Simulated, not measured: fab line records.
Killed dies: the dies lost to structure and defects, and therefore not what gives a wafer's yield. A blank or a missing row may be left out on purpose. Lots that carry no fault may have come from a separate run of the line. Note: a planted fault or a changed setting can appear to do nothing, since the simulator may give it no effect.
Shared-tool check ; flow n5_finfet ; 24 wafers sampled across 8 lots

WHY THIS WAS OPENED
Of 8 lots, 3 have the reading M13_THK flagged at N5_BEOL_M13_THK_MEAS_50. Fault-free wafers read 425 nm, with a standard deviation of 6.8.
Rule: a lot is flagged in two cases, either no wafer of it has a number, or all its wafers with numbers fall more than 4 standard deviations from that mean. All remaining lots are regarded as sound.

lot;measured;on;M13_THK (nm), wafer by wafer;flag
L917;day 14 00:12;film_metro-02;424 434 421;
L918;day 14 10:19;film_metro-02;424 423 422;
L927;day 16 10:22;film_metro-02;422 421 417;
L930;day 17 00:04;film_metro-02;944 962 953;FLAGGED
L931;day 17 04:32;film_metro-01;934 944 929;FLAGGED
L932;day 17 15:20;film_metro-02;962 957 950;FLAGGED
L934;day 18 11:52;film_metro-02;423 428 421;
L933;day 18 15:31;film_metro-01;430 423 428;
The numbers of the flagged lots are 948 nm on average: +523 nm against the usual, or +77 standard deviations.

LOT BY LOT: THE TOOL USED
Before the reading, the record contains 3 process steps out of a 1938-step route. In each cell: the tool, then ch and the chambers that the sampled wafers went through, then the start.
lot;flag;N5_BEOL_M13_TRENCH_ETCH_34;N5_BEOL_M13_SPUTTER_43;N5_BEOL_M13_CMP_49
L917;;rie_diel-06 ch 0,1,3, day 13 20:37;pvd_sputter-01, day 13 23:10;cmp-03 ch 0,1,2, day 13 23:59
L918;;rie_diel-01 ch 0,1, day 14 05:59;pvd_sputter-01, day 14 09:17;cmp-03 ch 0,1,3, day 14 10:02
L927;;rie_diel-01 ch 0,1,3, day 16 08:14;pvd_sputter-02, day 16 09:02;cmp-04 ch 0,1,3, day 16 10:08
L930;FLAGGED;rie_diel-01 ch 0,1,2, day 16 21:59;pvd_sputter-03, day 16 22:58;cmp-03 ch 0,2,3, day 16 23:50
L931;FLAGGED;rie_diel-06 ch 0,2,3, day 17 00:04;pvd_sputter-01, day 17 03:31;cmp-01 ch 0,3, day 17 04:15
L932;FLAGGED;rie_diel-01 ch 0,1, day 17 10:22;pvd_sputter-01, day 17 14:19;cmp-03 ch 0,1, day 17 15:03
L934;;rie_diel-04 ch 0,1,2, day 18 07:35;pvd_sputter-01, day 18 10:40;cmp-01 ch 1,2,3, day 18 11:39
L933;;rie_diel-04 ch 0,2,3, day 18 04:46;pvd_sputter-03, day 18 14:24;cmp-01 ch 1,2,3, day 18 15:13
What the steps here do:
- N5_BEOL_M13_TRENCH_ETCH_34: etches SiOC in C4F8/O2/Ar, target depth 413.47 nm, time 162.6 s.
- N5_BEOL_M13_SPUTTER_43: material TaN, target thk 15 nm, time 24.19 s.
- N5_BEOL_M13_CMP_49: polishes, stops on SiOC, t overpolish 17.1 s, target thk 420 nm.
- N5_BEOL_M13_THK_MEAS_50: measures by xrf.

FLAGGED AGAINST TOTAL, ONE TOOL AT A TIME (gauges that did the reading follow at the end)
step;tool;lots run;flagged;share of the flagged lots;sound lots run after its first flagged lot
N5_BEOL_M13_TRENCH_ETCH_34;rie_diel-01;4;2;some;0
N5_BEOL_M13_TRENCH_ETCH_34;rie_diel-04;2;0;none;-
N5_BEOL_M13_TRENCH_ETCH_34;rie_diel-06;2;1;some;0
N5_BEOL_M13_SPUTTER_43;pvd_sputter-01;5;2;some;1 (L934)
N5_BEOL_M13_SPUTTER_43;pvd_sputter-02;1;0;none;-
N5_BEOL_M13_SPUTTER_43;pvd_sputter-03;2;1;some;1 (L933)
N5_BEOL_M13_CMP_49;cmp-01;3;1;some;2 (L934,L933)
N5_BEOL_M13_CMP_49;cmp-03;4;2;some;0
N5_BEOL_M13_CMP_49;cmp-04;1;0;none;-
N5_BEOL_M13_THK_MEAS_50;film_metro-01;2;1;some;1 (L933)
N5_BEOL_M13_THK_MEAS_50;film_metro-02;6;2;some;1 (L934)

THE TABLE: WHAT IT ALLOWS
No row of the table ran every flagged lot.

WHAT HAD BEEN PUT IN BY THE SIMULATOR
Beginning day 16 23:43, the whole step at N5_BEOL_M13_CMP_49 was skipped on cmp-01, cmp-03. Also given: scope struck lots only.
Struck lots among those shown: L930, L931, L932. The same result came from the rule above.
